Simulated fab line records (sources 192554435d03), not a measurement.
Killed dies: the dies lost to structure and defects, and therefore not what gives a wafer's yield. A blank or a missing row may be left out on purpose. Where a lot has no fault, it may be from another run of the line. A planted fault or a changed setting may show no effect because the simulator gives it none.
Matching of chambers || flow n5Finfet || 4 sister chambers for N5_SPACER0_ALD_00 on aldSin-01
The step deposits SiOCN, target thk 3.5 nm, pulse time 3 s, purge time 2 s. 7 wafers are shown with their chamber, then 6 later ones without.

WAFERS WITH THEIR CHAMBER
{"wafer": "L935.2", "chamber": 2, "heaterPowerW (W)": 829, "heaterPowerOuterW (W)": 564}
{"wafer": "L940.3", "chamber": 1, "heaterPowerW (W)": 829, "heaterPowerOuterW (W)": 504}
{"wafer": "L952.5", "chamber": 3, "heaterPowerW (W)": 768, "heaterPowerOuterW (W)": 476}
{"wafer": "L952.6", "chamber": 0, "heaterPowerW (W)": 675, "heaterPowerOuterW (W)": 442}
{"wafer": "L954.1", "chamber": 1, "heaterPowerW (W)": 816, "heaterPowerOuterW (W)": 521}
{"wafer": "L954.2", "chamber": 0, "heaterPowerW (W)": 676, "heaterPowerOuterW (W)": 452}
{"wafer": "L954.4", "chamber": 3, "heaterPowerW (W)": 773, "heaterPowerOuterW (W)": 496}

WAFERS WITHOUT THEIR CHAMBER
{"wafer": "L955.1", "heaterPowerW (W)": 784, "heaterPowerOuterW (W)": 476}
{"wafer": "L955.5", "heaterPowerW (W)": 840, "heaterPowerOuterW (W)": 543}
{"wafer": "L955.6", "heaterPowerW (W)": 766, "heaterPowerOuterW (W)": 480}
{"wafer": "L956.2", "heaterPowerW (W)": 833, "heaterPowerOuterW (W)": 547}
{"wafer": "L956.5", "heaterPowerW (W)": 841, "heaterPowerOuterW (W)": 498}
{"wafer": "L956.6", "heaterPowerW (W)": 667, "heaterPowerOuterW (W)": 451}

EACH ONE'S CHAMBER
{"wafer": "L955.1", "from the rows above": 3, "in truth": 3}
{"wafer": "L955.5", "from the rows above": "can't be placed: 2 or 1", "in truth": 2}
{"wafer": "L955.6", "from the rows above": 3, "in truth": 3}
{"wafer": "L956.2", "from the rows above": "can't be placed: 2 or 1", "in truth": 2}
{"wafer": "L956.5", "from the rows above": 1, "in truth": 1}
{"wafer": "L956.6", "from the rows above": 0, "in truth": 0}
Correct placement for 4 of the 6. From these rows, 2 cannot be placed; in 2 the true chamber is one of the candidates. Number placed wrongly: 0.
How it was worked out, from the rows above alone: a wafer's distance from a chamber is the root of the sum, over the readings, of the square of ((its reading less the chamber's mean) divided by the reading's scatter). If the next closest chamber is less than 2 further off than the closest, the wafer can't be placed; otherwise it belongs to the closest. For every chamber, the mean is computed from those of its wafers that are shown. How the scatter is found: for the shown wafers, subtract from each reading the mean of its chamber, square and add these, divide the total by (wafers less chambers), then take the root.
